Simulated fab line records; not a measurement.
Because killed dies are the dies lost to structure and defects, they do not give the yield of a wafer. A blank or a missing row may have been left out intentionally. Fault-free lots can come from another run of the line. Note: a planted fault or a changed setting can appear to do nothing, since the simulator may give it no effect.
Which tool is to blame? :: flow nandHarc :: 30 wafers from 10 lots sampled at 7 of the route's 1302 steps

== WHAT THE GAUGES READ, wafer by wafer ==
NHARC_A_CHANNEL_HOLE_D1_INSPECT_12.
lot: L806
measured: day 8 23:10
on: defectInspect-01
rawDefectCount: 6 5 6

lot: L811
measured: day 10 20:31
on: defectInspect-02
rawDefectCount: 2 6 5

lot: L812
measured: day 11 16:07
on: defectInspect-01
rawDefectCount: 6 6 8

lot: L816
measured: day 13 00:40
on: defectInspect-01
rawDefectCount: 6 7 6

lot: L817
measured: day 13 08:42
on: defectInspect-02
rawDefectCount: 4 4 10

lot: L821
measured: day 15 02:13
on: defectInspect-02
rawDefectCount: 3 1 6

lot: L822
measured: day 15 14:52
on: defectInspect-01
rawDefectCount: 5 4 5

lot: L823
measured: day 16 02:25
on: defectInspect-01
rawDefectCount: 4 2 4

lot: L825
measured: day 16 10:29
on: defectInspect-01
rawDefectCount: 4 2 4

lot: L827
measured: day 17 11:14
on: defectInspect-01
rawDefectCount: 14 7 5

NHARC_A_CHANNEL_HOLE_D1_CD_MEAS_30.
lot: L806
measured: day 9 06:00
on: cdSem-01
cdNm (nm): 88.6 92.9 88.9

lot: L811
measured: day 11 03:15
on: cdSem-02
cdNm (nm): 89.5 92.5 91.6

lot: L812
measured: day 11 22:55
on: cdSem-02
cdNm (nm): 88.0 90.3 92.2

lot: L816
measured: day 13 07:25
on: cdSem-01
cdNm (nm): 90.4 89.8 89.1

lot: L817
measured: day 13 15:32
on: cdSem-03
cdNm (nm): 91.1 92.8 88.7

lot: L821
measured: day 15 09:13
on: cdSem-03
cdNm (nm): 89.7 91.4 89.9

lot: L822
measured: day 15 21:44
on: cdSem-02
cdNm (nm): 90.3 91.2 91.9

lot: L823
measured: day 16 11:14
on: cdSem-01
cdNm (nm): 0.0 1.5 1.5

lot: L825
measured: day 16 19:34
on: cdSem-01
cdNm (nm): 89.2 92.6 89.6

lot: L827
measured: day 17 20:56
on: cdSem-02
cdNm (nm): 89.1 91.3 89.1

NHARC_END_SORT_01.
lot: L823
measured: day 31 19:31
on: prober-01
killedAtArray: 671 675 675
killedAtOther: 2 0 0
killedAtPeriphery: 4 2 2
killedDies: 677 677 677
killedOpen: 2 4 3
killedShort: 2 0 0

== WHICH TOOL RAN EACH LOT (tool, then ch and the chambers of the sampled wafers, then the start) ==
lot: L806
NHARC_A_CHANNEL_HOLE_D1_ETCH_34: rieDiel-10 ch 2,3, day 9 00:55 or earlier
NHARC_A_CHANNEL_HOLE_D1_ETCH_21: harEtch-01 ch 0,1, day 9 00:55
NHARC_A_CHANNEL_HOLE_D1_ETCH_25: harEtch-01 ch 0,1, day 9 03:22
NHARC_A_CHANNEL_HOLE_D1_XSEM_31: xsem-01 ch 0, day 9 06:05

lot: L811
NHARC_A_CHANNEL_HOLE_D1_ETCH_34: rieDiel-03 ch 2,3, day 10 22:19 or earlier
NHARC_A_CHANNEL_HOLE_D1_ETCH_21: harEtch-01 ch 0,1, day 10 22:19
NHARC_A_CHANNEL_HOLE_D1_ETCH_25: harEtch-01 ch 0,1, day 11 00:55
NHARC_A_CHANNEL_HOLE_D1_XSEM_31: xsem-01 ch 0, day 11 03:20

lot: L812
NHARC_A_CHANNEL_HOLE_D1_ETCH_34: rieDiel-03 ch 0,2,3, day 11 17:49 or earlier
NHARC_A_CHANNEL_HOLE_D1_ETCH_21: harEtch-01 ch 0,1, day 11 17:49
NHARC_A_CHANNEL_HOLE_D1_ETCH_25: harEtch-01 ch 0,1, day 11 20:19
NHARC_A_CHANNEL_HOLE_D1_XSEM_31: xsem-02 ch 0, day 11 23:02

lot: L816
NHARC_A_CHANNEL_HOLE_D1_ETCH_34: rieDiel-07 ch 0,2,3, day 13 02:20 or earlier
NHARC_A_CHANNEL_HOLE_D1_ETCH_21: harEtch-02 ch 1, day 13 02:20
NHARC_A_CHANNEL_HOLE_D1_ETCH_25: harEtch-02 ch 1, day 13 04:47
NHARC_A_CHANNEL_HOLE_D1_XSEM_31: xsem-02 ch 0, day 13 07:30

lot: L817
NHARC_A_CHANNEL_HOLE_D1_ETCH_34: rieDiel-03 ch 1,2, day 13 10:31 or earlier
NHARC_A_CHANNEL_HOLE_D1_ETCH_21: harEtch-02 ch 0,1, day 13 10:31
NHARC_A_CHANNEL_HOLE_D1_ETCH_25: harEtch-02 ch 0,1, day 13 13:08
NHARC_A_CHANNEL_HOLE_D1_XSEM_31: xsem-02 ch 0, day 13 15:38

lot: L821
NHARC_A_CHANNEL_HOLE_D1_ETCH_34: rieDiel-03 ch 0,1,2, day 15 04:19 or earlier
NHARC_A_CHANNEL_HOLE_D1_ETCH_21: harEtch-01 ch 0,1, day 15 04:19
NHARC_A_CHANNEL_HOLE_D1_ETCH_25: harEtch-01 ch 0,1, day 15 07:01
NHARC_A_CHANNEL_HOLE_D1_XSEM_31: xsem-02 ch 0, day 15 09:19

lot: L822
NHARC_A_CHANNEL_HOLE_D1_ETCH_34: rieDiel-03 ch 1,3, day 15 16:41 or earlier
NHARC_A_CHANNEL_HOLE_D1_ETCH_21: harEtch-02 ch 0,1, day 15 16:41
NHARC_A_CHANNEL_HOLE_D1_ETCH_25: harEtch-02 ch 0,1, day 15 19:19
NHARC_A_CHANNEL_HOLE_D1_XSEM_31: xsem-02 ch 0, day 15 21:50

lot: L823
NHARC_A_CHANNEL_HOLE_D1_ETCH_34: rieDiel-03 ch 1,2,3, day 16 06:16 or earlier
NHARC_A_CHANNEL_HOLE_D1_ETCH_21: harEtch-02 ch 0,1, day 16 06:16
NHARC_A_CHANNEL_HOLE_D1_ETCH_25: harEtch-02 ch 0,1, day 16 08:53
NHARC_A_CHANNEL_HOLE_D1_XSEM_31: xsem-02 ch 0, day 16 11:20

lot: L825
NHARC_A_CHANNEL_HOLE_D1_ETCH_34: rieDiel-10 ch 0,3, day 16 14:32 or earlier
NHARC_A_CHANNEL_HOLE_D1_ETCH_21: harEtch-02 ch 0,1, day 16 14:32
NHARC_A_CHANNEL_HOLE_D1_ETCH_25: harEtch-02 ch 0,1, day 16 17:05
NHARC_A_CHANNEL_HOLE_D1_XSEM_31: xsem-02 ch 0, day 16 19:40

lot: L827
NHARC_A_CHANNEL_HOLE_D1_ETCH_34: rieDiel-03 ch 1,3, day 17 15:52 or earlier
NHARC_A_CHANNEL_HOLE_D1_ETCH_21: harEtch-02 ch 0,1, day 17 15:52
NHARC_A_CHANNEL_HOLE_D1_ETCH_25: harEtch-02 ch 0,1, day 17 18:26
NHARC_A_CHANNEL_HOLE_D1_XSEM_31: xsem-02 ch 0, day 17 21:02
- NHARC_A_CHANNEL_HOLE_D1_ETCH_34: etches the open film in CF4/CHF3, target depth 154 nm, time 77 s.
- NHARC_A_CHANNEL_HOLE_D1_ETCH_21: etches the open film in C4F8/O2/Ar, time 514.3 s, target depth 1600 nm.
- NHARC_A_CHANNEL_HOLE_D1_ETCH_25: etches the open film in C4F8/O2/Ar, time 1040.2 s, target depth 1500 nm.
- NHARC_A_CHANNEL_HOLE_D1_XSEM_31

== AS READ BY THE TOOLS THEMSELVES (means over the sampled wafers that have a number; for cases with no such wafer, the mark the record gives instead) ==
NHARC_A_CHANNEL_HOLE_D1_ETCH_34.
lot: L806
tool: rieDiel-10
biasW (W): 200.3
cf4FlowSccm (sccm): 100.0
drypumpMotorCurrentA (A): 5.7
mfcArSccm (sccm): 0.000
oesProductAu (a.u.): 0.941
rfVppV (V): 369.9
showerheadPlenumPTorr (Torr): 1.52
throttleValvePct (%): 16.808

lot: L811
tool: rieDiel-03
biasW (W): 199.6
cf4FlowSccm (sccm): 99.8
drypumpMotorCurrentA (A): 6.2
mfcArSccm (sccm): 0.010
oesProductAu (a.u.): 0.916
rfVppV (V): 370.4
showerheadPlenumPTorr (Torr): 1.58
throttleValvePct (%): 16.805

lot: L812
tool: rieDiel-03
biasW (W): 200.1
cf4FlowSccm (sccm): 100.1
drypumpMotorCurrentA (A): 5.8
mfcArSccm (sccm): 0.016
oesProductAu (a.u.): 0.925
rfVppV (V): 369.8
showerheadPlenumPTorr (Torr): 1.54
throttleValvePct (%): 16.802

lot: L816
tool: rieDiel-07
biasW (W): 199.8
cf4FlowSccm (sccm): 100.0
drypumpMotorCurrentA (A): 5.6
mfcArSccm (sccm): 0.003
oesProductAu (a.u.): 0.920
rfVppV (V): 369.4
showerheadPlenumPTorr (Torr): 1.53
throttleValvePct (%): 16.816

lot: L817
tool: rieDiel-03
biasW (W): 199.6
cf4FlowSccm (sccm): 100.0
drypumpMotorCurrentA (A): 5.5
mfcArSccm (sccm): 0.027
oesProductAu (a.u.): 0.972
rfVppV (V): 372.8
showerheadPlenumPTorr (Torr): 1.62
throttleValvePct (%): 16.798

lot: L821
tool: rieDiel-03
biasW (W): 200.5
cf4FlowSccm (sccm): 99.5
drypumpMotorCurrentA (A): 5.5
mfcArSccm (sccm): 0.024
oesProductAu (a.u.): 0.964
rfVppV (V): 370.3
showerheadPlenumPTorr (Torr): 1.56
throttleValvePct (%): 16.792

lot: L822
tool: rieDiel-03
biasW (W): 200.1
cf4FlowSccm (sccm): 100.1
drypumpMotorCurrentA (A): 6.1
mfcArSccm (sccm): 0.009
oesProductAu (a.u.): 0.956
rfVppV (V): 372.6
showerheadPlenumPTorr (Torr): 1.63
throttleValvePct (%): 16.812

lot: L823
tool: rieDiel-03
biasW (W): 200.2
cf4FlowSccm (sccm): 99.9
drypumpMotorCurrentA (A): 5.9
mfcArSccm (sccm): 0.018
oesProductAu (a.u.): 0.931
rfVppV (V): 371.4
showerheadPlenumPTorr (Torr): 1.60
throttleValvePct (%): 16.793

lot: L825
tool: rieDiel-10
biasW (W): 200.6
cf4FlowSccm (sccm): 100.0
drypumpMotorCurrentA (A): 6.2
mfcArSccm (sccm): 0.006
oesProductAu (a.u.): 0.929
rfVppV (V): 371.4
showerheadPlenumPTorr (Torr): 1.59
throttleValvePct (%): 16.802

lot: L827
tool: rieDiel-03
biasW (W): 200.1
cf4FlowSccm (sccm): 100.0
drypumpMotorCurrentA (A): 6.1
mfcArSccm (sccm): 0.009
oesProductAu (a.u.): 0.958
rfVppV (V): 372.3
showerheadPlenumPTorr (Torr): 1.63
throttleValvePct (%): 16.797

NHARC_A_CHANNEL_HOLE_D1_ETCH_21.
lot: L806
tool: harEtch-01
c4f8FlowSccm (sccm): 89.46
chamberPressureMTorr (mTorr): 20.026
drypumpMotorCurrentA (A): 5.92
mfcArSccm (sccm): 375.4
showerheadPlenumPTorr (Torr): 3.65
throttleValvePct (%): 32.155

lot: L811
tool: harEtch-01
c4f8FlowSccm (sccm): 89.28
chamberPressureMTorr (mTorr): 19.979
drypumpMotorCurrentA (A): 5.88
mfcArSccm (sccm): 374.4
showerheadPlenumPTorr (Torr): 3.68
throttleValvePct (%): 32.150

lot: L812
tool: harEtch-01
c4f8FlowSccm (sccm): 89.29
chamberPressureMTorr (mTorr): 19.999
drypumpMotorCurrentA (A): 5.87
mfcArSccm (sccm): 376.4
showerheadPlenumPTorr (Torr): 3.68
throttleValvePct (%): 32.154

lot: L816
tool: harEtch-02
c4f8FlowSccm (sccm): 89.27
chamberPressureMTorr (mTorr): 19.998
drypumpMotorCurrentA (A): 5.63
mfcArSccm (sccm): 373.7
showerheadPlenumPTorr (Torr): 3.62
throttleValvePct (%): 32.161

lot: L817
tool: harEtch-02
c4f8FlowSccm (sccm): 89.36
chamberPressureMTorr (mTorr): 20.003
drypumpMotorCurrentA (A): 5.64
mfcArSccm (sccm): 375.5
showerheadPlenumPTorr (Torr): 3.57
throttleValvePct (%): 32.162

lot: L821
tool: harEtch-01
c4f8FlowSccm (sccm): 89.33
chamberPressureMTorr (mTorr): 19.989
drypumpMotorCurrentA (A): 5.91
mfcArSccm (sccm): 376.1
showerheadPlenumPTorr (Torr): 3.60
throttleValvePct (%): 32.156

lot: L822
tool: harEtch-02
c4f8FlowSccm (sccm): 89.47
chamberPressureMTorr (mTorr): 20.006
drypumpMotorCurrentA (A): 5.65
mfcArSccm (sccm): 374.5
showerheadPlenumPTorr (Torr): 3.51
throttleValvePct (%): 32.149

lot: L823
tool: harEtch-02
c4f8FlowSccm (sccm): -
chamberPressureMTorr (mTorr): -
drypumpMotorCurrentA (A): -
mfcArSccm (sccm): -
showerheadPlenumPTorr (Torr): -
throttleValvePct (%): -

lot: L825
tool: harEtch-02
c4f8FlowSccm (sccm): 89.20
chamberPressureMTorr (mTorr): 19.993
drypumpMotorCurrentA (A): 5.64
mfcArSccm (sccm): 376.0
showerheadPlenumPTorr (Torr): 3.55
throttleValvePct (%): 32.153

lot: L827
tool: harEtch-02
c4f8FlowSccm (sccm): 89.00
chamberPressureMTorr (mTorr): 20.010
drypumpMotorCurrentA (A): 5.66
mfcArSccm (sccm): 375.1
showerheadPlenumPTorr (Torr): 3.93
throttleValvePct (%): 32.154

NHARC_A_CHANNEL_HOLE_D1_ETCH_25.
lot: L806
tool: harEtch-01
c4f8FlowSccm (sccm): 93.82
chamberPressureMTorr (mTorr): 19.983
drypumpMotorCurrentA (A): 5.92
mfcArSccm (sccm): 374.2
showerheadPlenumPTorr (Torr): 3.64
throttleValvePct (%): 32.241

lot: L811
tool: harEtch-01
c4f8FlowSccm (sccm): 93.58
chamberPressureMTorr (mTorr): 20.012
drypumpMotorCurrentA (A): 5.89
mfcArSccm (sccm): 374.9
showerheadPlenumPTorr (Torr): 3.67
throttleValvePct (%): 32.237

lot: L812
tool: harEtch-01
c4f8FlowSccm (sccm): 93.57
chamberPressureMTorr (mTorr): 20.004
drypumpMotorCurrentA (A): 5.88
mfcArSccm (sccm): 375.9
showerheadPlenumPTorr (Torr): 3.67
throttleValvePct (%): 32.238

lot: L816
tool: harEtch-02
c4f8FlowSccm (sccm): 94.01
chamberPressureMTorr (mTorr): 19.997
drypumpMotorCurrentA (A): 5.61
mfcArSccm (sccm): 375.1
showerheadPlenumPTorr (Torr): 3.61
throttleValvePct (%): 32.230

lot: L817
tool: harEtch-02
c4f8FlowSccm (sccm): 93.52
chamberPressureMTorr (mTorr): 20.009
drypumpMotorCurrentA (A): 5.63
mfcArSccm (sccm): 375.0
showerheadPlenumPTorr (Torr): 3.57
throttleValvePct (%): 32.237

lot: L821
tool: harEtch-01
c4f8FlowSccm (sccm): 93.87
chamberPressureMTorr (mTorr): 20.018
drypumpMotorCurrentA (A): 5.90
mfcArSccm (sccm): 374.7
showerheadPlenumPTorr (Torr): 3.60
throttleValvePct (%): 32.238

lot: L822
tool: harEtch-02
c4f8FlowSccm (sccm): 93.89
chamberPressureMTorr (mTorr): 19.988
drypumpMotorCurrentA (A): 5.64
mfcArSccm (sccm): 374.7
showerheadPlenumPTorr (Torr): 3.51
throttleValvePct (%): 32.235

lot: L823
tool: harEtch-02
c4f8FlowSccm (sccm): 93.82
chamberPressureMTorr (mTorr): 20.014
drypumpMotorCurrentA (A): 5.66
mfcArSccm (sccm): 374.2
showerheadPlenumPTorr (Torr): 3.50
throttleValvePct (%): 32.238

lot: L825
tool: harEtch-02
c4f8FlowSccm (sccm): 93.81
chamberPressureMTorr (mTorr): 20.005
drypumpMotorCurrentA (A): 5.64
mfcArSccm (sccm): 374.3
showerheadPlenumPTorr (Torr): 3.54
throttleValvePct (%): 32.236

lot: L827
tool: harEtch-02
c4f8FlowSccm (sccm): 93.66
chamberPressureMTorr (mTorr): 19.990
drypumpMotorCurrentA (A): 5.64
mfcArSccm (sccm): 376.0
showerheadPlenumPTorr (Torr): 3.92
throttleValvePct (%): 32.236

NHARC_A_CHANNEL_HOLE_D1_XSEM_31.
lot: L806
tool: xsem-01
botCdNm (nm): 74.4
tiltDeg (degrees): 0.12

lot: L811
tool: xsem-01
botCdNm (nm): 75.4
tiltDeg (degrees): 0.11

lot: L812
tool: xsem-02
botCdNm (nm): 74.4
tiltDeg (degrees): 0.10

lot: L816
tool: xsem-02
botCdNm (nm): 75.3
tiltDeg (degrees): 0.06

lot: L817
tool: xsem-02
botCdNm (nm): 75.4
tiltDeg (degrees): 0.11

lot: L821
tool: xsem-02
botCdNm (nm): 74.5
tiltDeg (degrees): 0.08

lot: L822
tool: xsem-02
botCdNm (nm): 75.4
tiltDeg (degrees): 0.08

lot: L823
tool: xsem-02
botCdNm (nm): 0.7
tiltDeg (degrees): 0.07

lot: L825
tool: xsem-02
botCdNm (nm): 75.1
tiltDeg (degrees): 0.06

lot: L827
tool: xsem-02
botCdNm (nm): 75.1
tiltDeg (degrees): 0.03

== THE ANSWER, worked out from the rows above alone ==
Rule: what is usual is taken from the lots themselves. The widest of any qualifying gaps counts: lots, ordered by their means at a reading, are off when they make up no more than a third of the lots, leave a main group of 4 or more, and stand apart from it by 3 or more times the standard deviation of that group's means. The tables above print the reading to a certain number of digits; a main group whose means all agree to those digits is not used. A lot without any number at a reading at which 4 lots or more have one is off too. Any other lot the step has rows for is counted as sound. The gauges are gone through in route order, then the tools' own readings, and for those a lot's mean is taken as printed above. At the first step where some lot is off, the reading lying furthest off is the one used; lots without a number count as furthest.
Off: L823, at NHARC_A_CHANNEL_HOLE_D1_CD_MEAS_30 (cdNm). Mean 90.4 nm and standard deviation 0.5 in the main group.
If a tool, at a process step before that reading, ran all the lots that are off and no sound lot after the first of them, it fits. Not tried: the gauges at NHARC_A_CHANNEL_HOLE_D1_CD_MEAS_30; whatever is off there is also off at NHARC_A_CHANNEL_HOLE_D1_ETCH_21, on other tools, and gauge error can't account for it. With no start given for some of its lots, NHARC_A_CHANNEL_HOLE_D1_ETCH_34 uses the hours and lot order of NHARC_A_CHANNEL_HOLE_D1_ETCH_21. Of those tried, none fits.

== WHAT WAS PUT IN BY THE SIMULATOR ==
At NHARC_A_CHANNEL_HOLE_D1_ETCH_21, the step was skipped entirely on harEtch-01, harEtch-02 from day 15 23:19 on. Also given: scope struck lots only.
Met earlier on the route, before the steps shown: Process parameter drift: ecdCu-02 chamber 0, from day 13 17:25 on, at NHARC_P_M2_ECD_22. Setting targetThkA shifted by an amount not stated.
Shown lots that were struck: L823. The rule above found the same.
